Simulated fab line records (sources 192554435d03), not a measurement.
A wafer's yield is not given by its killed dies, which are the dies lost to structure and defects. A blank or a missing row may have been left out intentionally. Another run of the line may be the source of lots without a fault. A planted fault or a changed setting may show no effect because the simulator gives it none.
The tool behind it: which one? -- flow n5Finfet -- 60 wafers from 20 lots sampled at 6 of the route's 1938 steps

== WHAT THE GAUGES READ, wafer by wafer ==
No reading from a measuring or inspecting step in the record can be judged against a usual standard deviation.

== WHICH TOOL RAN EACH LOT (tool, then ch and the chambers of the sampled wafers, then the start) ==
lot,N5_SDB_CMP_30,N5_HKMG_FIN_ETCH_55,N5_HKMG_FIN_DESCUM_17,N5_HKMG_FIN_ETCH_35,N5_HKMG_FIN_STRIP_92,N5_HKMG_FIN_ETCH_86
L075,"cmp-04 ch 0,2, day 4 07:38","rieDiel-05 ch 0,1,2, day 4 10:37","rieDiel-05 ch 0,2, day 4 14:08","rieDiel-05 ch 0,2, day 4 14:26","rieDiel-05 ch 0,2, day 4 14:35","rieDiel-04 ch 1,2, day 4 15:28"
L078,"cmp-03 ch 0,1,2, day 4 21:26","rieDiel-02 ch 0,1, day 4 23:36","rieDiel-04 ch 0,3, day 5 02:53","rieDiel-04 ch 0,3, day 5 03:11","rieDiel-04 ch 0,3, day 5 03:20","rieDiel-05 ch 0,1,2, day 5 04:13"
L079,"cmp-04 ch 0,2,3, day 5 04:31","rieDiel-02 ch 0,1,3, day 5 06:40","rieDiel-05 ch 0,1,2, day 5 09:56","rieDiel-05 ch 0,1,2, day 5 10:14","rieDiel-05 ch 0,1,2, day 5 10:23","rieDiel-02 ch 0,1,2, day 5 11:16"
L080,"cmp-03 ch 0,1,3, day 5 09:33","rieDiel-02 ch 1,2, day 5 11:34","rieDiel-05 ch 0,2, day 5 14:52","rieDiel-05 ch 0,2, day 5 15:10","rieDiel-05 ch 0,2, day 5 15:19","rieDiel-05 ch 0,2, day 5 16:12"
L081,"cmp-04 ch 0,2,3, day 5 15:16","rieDiel-02 ch 0,2,3, day 5 17:30","rieDiel-05 ch 1,2, day 5 21:04","rieDiel-05 ch 1,2, day 5 21:22","rieDiel-05 ch 1,2, day 5 21:31","rieDiel-04 ch 1,2,3, day 5 22:34"
L082,"cmp-03 ch 0,1, day 6 00:28","rieDiel-05 ch 1,2, day 6 02:49","rieDiel-05 ch 2,3, day 6 06:07","rieDiel-05 ch 2,3, day 6 06:25","rieDiel-05 ch 2,3, day 6 06:34","rieDiel-04 ch 0,1, day 6 07:28"
L083,"cmp-02 ch 0,1,2, day 6 08:45","rieDiel-04 ch 0,2,3, day 6 10:55","rieDiel-02 ch 0,1,3, day 6 14:26","rieDiel-02 ch 0,1,3, day 6 14:44","rieDiel-02 ch 0,1,3, day 6 14:53","rieDiel-05 ch 1,2, day 6 15:53"
L084,"cmp-02 ch 0,1, day 6 11:16","rieDiel-05 ch 1,2,3, day 6 13:23","rieDiel-02 ch 0,3, day 6 16:34","rieDiel-02 ch 0,3, day 6 16:52","rieDiel-02 ch 0,3, day 6 17:01","rieDiel-02 ch 2,3, day 6 17:53"
L085,"cmp-04 ch 1,2, day 6 17:52","rieDiel-02 ch 0,1,3, day 6 20:06","rieDiel-05 ch 0,2,3, day 6 23:28","rieDiel-05 ch 0,2,3, day 6 23:46","rieDiel-05 ch 0,2,3, day 6 23:55","rieDiel-05 ch 0,1,3, day 7 00:54"
L086,"cmp-04 ch 1,2, day 6 23:47","rieDiel-05 ch 0,1,3, day 7 01:45","rieDiel-04 ch 1,2, day 7 05:05","rieDiel-04 ch 1,2, day 7 05:23","rieDiel-04 ch 1,2, day 7 05:32","rieDiel-05 ch 1,2, day 7 06:24"
L087,"cmp-03 ch 1,2,3, day 7 05:02","rieDiel-05 ch 0,3, day 7 07:13","rieDiel-05 ch 0,1,2, day 7 10:55","rieDiel-05 ch 0,1,2, day 7 11:13","rieDiel-05 ch 0,1,2, day 7 11:22","rieDiel-04 ch 0,3, day 7 12:25"
L088,"cmp-03 ch 0,2,3, day 7 10:00","rieDiel-02 ch 2,3, day 7 11:59","rieDiel-02 ch 0,1,3, day 7 15:17","rieDiel-02 ch 0,1,3, day 7 15:35","rieDiel-02 ch 0,1,3, day 7 15:44","rieDiel-02 ch 0,1,3, day 7 16:36"
L089,"cmp-04 ch 0,1,2, day 7 15:46","rieDiel-04 ch 1,2,3, day 7 18:23","rieDiel-05 ch 0,2,3, day 7 21:41","rieDiel-05 ch 0,2,3, day 7 21:59","rieDiel-05 ch 0,2,3, day 7 22:08","rieDiel-05 ch 0,2,3, day 7 23:07"
L090,"cmp-03 ch 2,3, day 7 21:14","rieDiel-04 ch 1,2, day 8 00:13","rieDiel-02 ch 0,1, day 8 03:25","rieDiel-02 ch 0,1, day 8 03:43","rieDiel-02 ch 0,1, day 8 03:52","rieDiel-05 ch 0,2, day 8 04:50"
L092,"cmp-04 ch 0,1,2, day 8 09:59","rieDiel-02 ch 0,2, day 8 12:26","rieDiel-02 ch 1,2, day 8 15:56","rieDiel-02 ch 1,2, day 8 16:14","rieDiel-02 ch 1,2, day 8 16:23","rieDiel-04 ch 1,2, day 8 17:16"
L093,"cmp-04 ch 2,3, day 8 14:29","rieDiel-04 ch 1,2,3, day 8 16:31","rieDiel-02 ch 0,2, day 8 19:43","rieDiel-02 ch 0,2, day 8 20:01","rieDiel-02 ch 0,2, day 8 20:10","rieDiel-04 ch 2,3, day 8 21:04"
L094,"cmp-04 ch 2,3, day 8 21:23","rieDiel-04 ch 0,2,3, day 8 23:28","rieDiel-04 ch 1,2,3, day 9 02:42","rieDiel-04 ch 1,2,3, day 9 03:00","rieDiel-04 ch 1,2,3, day 9 03:09","rieDiel-04 ch 0,1,3, day 9 04:09"
L095,"cmp-03 ch 0,1,2, day 9 04:52","rieDiel-04 ch 2,3, day 9 06:56","rieDiel-02 ch 2,3, day 9 10:20","rieDiel-02 ch 2,3, day 9 10:38","rieDiel-02 ch 2,3, day 9 10:47","rieDiel-04 ch 0,3, day 9 11:40"
L096,"cmp-04 ch 0,3, day 9 11:38","rieDiel-05 ch 0,1,3, day 9 13:40","rieDiel-04 ch 0,2,3, day 9 16:58","rieDiel-04 ch 0,2,3, day 9 17:16","rieDiel-04 ch 0,2,3, day 9 17:25","rieDiel-05 ch 0,1, day 9 18:23"
L097,"cmp-04 ch 0,3, day 9 21:08","rieDiel-05 ch 1,3, day 9 23:20","rieDiel-05 ch 0,3, day 10 02:36","rieDiel-05 ch 0,3, day 10 02:54","rieDiel-05 ch 0,3, day 10 03:03","rieDiel-02 ch 0,3, day 10 03:59"
- N5_SDB_CMP_30: polishes, stops on poly-Si, t overpolish 1.54 s, target thk 30 nm.
- N5_HKMG_FIN_ETCH_55: etches SOC in N2/H2, target depth 240 nm, time 300 s.
- N5_HKMG_FIN_DESCUM_17: chemistry O2, time 7.9 s.
- N5_HKMG_FIN_ETCH_35: etches SOC in N2/H2, target depth 215.8 nm, time 243.4 s.
- N5_HKMG_FIN_STRIP_92: strips SOC in N2/H2, time 20 s.
- N5_HKMG_FIN_ETCH_86: etches SOC in N2/H2, stops on TiN, target depth 393.2 nm.

== WHAT THE TOOLS THEMSELVES READ (means of the sampled wafers that have a number; where no wafer has one, the mark that the record gives instead) ==
N5_SDB_CMP_30.
lot,tool,headPressurePsi (psi),motorCurrentA (A),overpolishRunS (s),timeToEndpointS (s)
L075,cmp-04,4.147,12.3,1.534,16.5
L078,cmp-03,4.151,12.2,1.547,19.2
L079,cmp-04,4.143,12.6,1.542,17.3
L080,cmp-03,4.151,12.8,1.538,20.9
L081,cmp-04,4.143,12.8,1.549,17.2
L082,cmp-03,4.143,12.1,1.543,18.9
L083,cmp-02,4.158,13.2,1.537,17.3
L084,cmp-02,4.150,12.4,1.539,18.6
L085,cmp-04,4.144,12.8,1.545,16.9
L086,cmp-04,4.145,12.9,1.537,15.2
L087,cmp-03,4.146,12.3,1.542,16.7
L088,cmp-03,4.153,11.7,1.531,20.4
L089,cmp-04,4.150,13.2,1.540,15.6
L090,cmp-03,4.150,12.9,1.534,18.9
L092,cmp-04,4.151,12.8,1.538,19.5
L093,cmp-04,4.162,12.6,1.543,14.2
L094,cmp-04,4.147,13.5,1.542,16.3
L095,cmp-03,4.145,12.3,1.536,18.7
L096,cmp-04,4.154,12.5,1.545,15.3
L097,cmp-04,4.160,12.9,1.536,17.9

N5_HKMG_FIN_ETCH_55.
lot,tool,drypumpMotorCurrentA (A),oesProductAu (a.u.),rfVppV (V),showerheadPlenumPTorr (Torr),throttleValvePct (%)
L075,rieDiel-05,5.8,0.70,524.9,2.56,18.15
L078,rieDiel-02,5.7,0.75,522.4,2.51,17.74
L079,rieDiel-02,5.7,0.76,522.9,2.51,17.83
L080,rieDiel-02,5.6,0.81,527.1,2.68,17.91
L081,rieDiel-02,5.6,0.78,523.4,2.52,17.90
L082,rieDiel-05,5.6,0.70,523.5,2.55,18.12
L083,rieDiel-04,5.5,0.71,523.4,2.51,18.01
L084,rieDiel-05,5.9,0.70,524.4,2.55,18.06
L085,rieDiel-02,5.6,0.75,523.0,2.51,17.85
L086,rieDiel-05,6.1,0.79,522.5,2.55,17.97
L087,rieDiel-05,6.4,0.88,526.4,2.62,17.88
L088,rieDiel-02,5.7,0.80,524.8,2.60,18.00
L089,rieDiel-04,5.3,0.77,524.4,2.54,17.97
L090,rieDiel-04,5.3,0.77,522.7,2.50,17.88
L092,rieDiel-02,5.6,0.75,521.9,2.51,17.84
L093,rieDiel-04,5.3,0.76,522.8,2.53,18.00
L094,rieDiel-04,5.5,0.79,525.2,2.61,17.91
L095,rieDiel-04,5.1,0.69,524.8,2.57,18.07
L096,rieDiel-05,6.1,0.85,526.7,2.65,17.87
L097,rieDiel-05,5.8,0.85,527.9,2.69,17.80

N5_HKMG_FIN_DESCUM_17.
lot,tool,drypumpMotorCurrentA (A),oesProductAu (a.u.),rfVppV (V),showerheadPlenumPTorr (Torr),throttleValvePct (%)
L075,rieDiel-05,6.1,0.69,243.7,2.15,20.72
L078,rieDiel-04,5.5,0.72,243.7,2.11,20.59
L079,rieDiel-05,5.8,0.70,243.5,2.09,20.66
L080,rieDiel-05,6.1,0.69,244.5,2.15,20.73
L081,rieDiel-05,5.5,0.69,242.1,2.04,20.58
L082,rieDiel-05,6.3,0.72,244.6,2.17,20.63
L083,rieDiel-02,5.7,0.75,242.3,2.07,20.46
L084,rieDiel-02,5.6,0.77,242.5,2.01,20.51
L085,rieDiel-05,6.2,0.80,244.1,2.16,20.56
L086,rieDiel-04,5.4,0.85,243.2,2.05,20.51
L087,rieDiel-05,5.8,0.77,243.5,2.09,20.55
L088,rieDiel-02,5.7,0.75,243.1,2.06,20.46
L089,rieDiel-05,6.2,0.78,243.2,2.15,20.58
L090,rieDiel-02,5.7,0.73,243.7,2.12,20.41
L092,rieDiel-02,5.7,0.76,244.6,2.18,20.45
L093,rieDiel-02,5.6,0.74,243.0,2.06,20.43
L094,rieDiel-04,5.2,0.76,243.4,2.08,20.58
L095,rieDiel-02,5.7,0.78,243.0,2.13,20.55
L096,rieDiel-04,5.5,0.78,243.7,2.15,20.47
L097,rieDiel-05,6.4,0.82,244.6,2.14,20.46

N5_HKMG_FIN_ETCH_35.
lot,tool,drypumpMotorCurrentA (A),oesProductAu (a.u.),rfVppV (V),showerheadPlenumPTorr (Torr),throttleValvePct (%)
L075,rieDiel-05,6.1,0.70,142.0,2.62,18.23
L078,rieDiel-04,5.4,0.71,141.5,2.55,18.08
L079,rieDiel-05,5.8,0.69,140.8,2.56,18.17
L080,rieDiel-05,6.1,0.70,141.4,2.62,18.24
L081,rieDiel-05,5.5,0.69,141.5,2.49,18.13
L082,rieDiel-05,6.3,0.72,142.3,2.63,17.98
L083,rieDiel-02,5.7,0.75,141.7,2.51,17.85
L084,rieDiel-02,5.6,0.76,140.7,2.44,17.92
L085,rieDiel-05,6.2,0.81,142.2,2.62,17.97
L086,rieDiel-04,5.4,0.85,140.8,2.50,17.92
L087,rieDiel-05,5.8,0.77,141.4,2.55,18.05
L088,rieDiel-02,5.7,0.75,141.0,2.50,17.85
L089,rieDiel-05,6.2,0.78,141.9,2.62,17.99
L090,rieDiel-02,5.7,0.73,141.1,2.57,17.81
L092,rieDiel-02,5.8,0.77,142.2,2.65,17.92
L093,rieDiel-02,5.6,0.74,140.7,2.51,17.86
L094,rieDiel-04,5.3,0.76,141.5,2.53,18.00
L095,rieDiel-02,5.6,0.78,141.4,2.60,18.05
L096,rieDiel-04,5.5,0.78,142.9,2.61,17.92
L097,rieDiel-05,6.4,0.83,142.1,2.61,17.93

N5_HKMG_FIN_STRIP_92.
lot,tool,drypumpMotorCurrentA (A),oesProductAu (a.u.),rfVppV (V),showerheadPlenumPTorr (Torr),throttleValvePct (%)
L075,rieDiel-05,6.1,0.71,54.3,3.46,19.47
L078,rieDiel-04,5.5,0.71,54.3,3.37,19.53
L079,rieDiel-05,5.8,0.70,54.0,3.37,19.49
L080,rieDiel-05,6.1,0.69,53.7,3.45,19.50
L081,rieDiel-05,5.5,0.68,54.2,3.29,19.48
L082,rieDiel-05,6.3,0.72,55.2,3.47,19.06
L083,rieDiel-02,5.7,0.76,54.5,3.31,18.97
L084,rieDiel-02,5.6,0.76,54.4,3.23,19.03
L085,rieDiel-05,6.2,0.80,54.1,3.46,19.15
L086,rieDiel-04,5.4,0.84,53.2,3.30,19.02
L087,rieDiel-05,5.8,0.77,54.1,3.36,19.38
L088,rieDiel-02,5.7,0.74,53.8,3.31,18.99
L089,rieDiel-05,6.2,0.78,55.3,3.46,19.17
L090,rieDiel-02,5.7,0.74,53.7,3.40,18.93
L092,rieDiel-02,5.8,0.76,54.8,3.50,19.14
L093,rieDiel-02,5.6,0.74,54.6,3.32,18.99
L094,rieDiel-04,5.3,0.76,53.4,3.34,19.24
L095,rieDiel-02,5.7,0.78,54.5,3.43,19.35
L096,rieDiel-04,5.5,0.78,54.6,3.44,19.16
L097,rieDiel-05,6.4,0.82,54.1,3.44,19.23

N5_HKMG_FIN_ETCH_86.
lot,tool,drypumpMotorCurrentA (A),oesProductAu (a.u.),rfVppV (V),showerheadPlenumPTorr (Torr),throttleValvePct (%)
L075,rieDiel-04,5.3,0.80,240.1,2.51,17.80
L078,rieDiel-05,5.8,0.69,241.6,2.56,18.14
L079,rieDiel-02,5.7,0.77,242.0,2.59,17.81
L080,rieDiel-05,6.1,0.69,242.8,2.62,18.21
L081,rieDiel-04,5.3,0.79,240.5,2.54,17.93
L082,rieDiel-04,6.0,0.76,239.2,2.44,18.01
L083,rieDiel-05,5.7,0.69,240.5,2.55,18.12
L084,rieDiel-02,5.7,0.79,240.8,2.53,17.97
L085,rieDiel-05,6.1,0.78,241.2,2.55,17.94
L086,rieDiel-05,5.5,0.68,239.8,2.48,18.12
L087,rieDiel-04,5.4,0.69,239.7,2.54,18.08
L088,rieDiel-02,5.7,0.74,239.9,2.51,17.84
L089,rieDiel-05,6.2,0.78,241.3,2.62,17.96
L090,rieDiel-05,6.1,0.84,241.1,2.61,17.94
L092,rieDiel-04,5.3,0.76,239.8,2.49,17.87
L093,rieDiel-04,5.1,0.69,241.3,2.57,18.03
L094,rieDiel-04,5.6,0.83,241.9,2.60,17.92
L095,rieDiel-04,5.8,0.85,242.2,2.68,17.83
L096,rieDiel-05,5.7,0.91,242.5,2.69,17.76
L097,rieDiel-02,5.6,0.73,238.8,2.43,17.93

== THE ANSWER, worked out from the rows above alone ==
Rule: the usual values come from the lots themselves. Put in order of their means at a reading, lots are off if they are a third of the lots or fewer, leave a main group of 4 or more, and stand apart from it by a gap of 3 or more times the standard deviation of the main group's means; of several such gaps the widest counts. The tables above print the reading to a certain number of digits; a main group whose means all agree to those digits is not used. Also off: a lot with no number at a reading for which 4 or more lots have one. Where the step has rows for the other lots, those lots are counted as sound. Order of review: gauges by route order, followed by the tools' own readings, for which a lot's mean as printed above is used. At the first step where some lot is off, the reading lying furthest off is the one used; lots without a number count as furthest.
Nothing can be told from this: no lot is off at any reading shown.

== WHAT WAS PUT IN BY THE SIMULATOR ==
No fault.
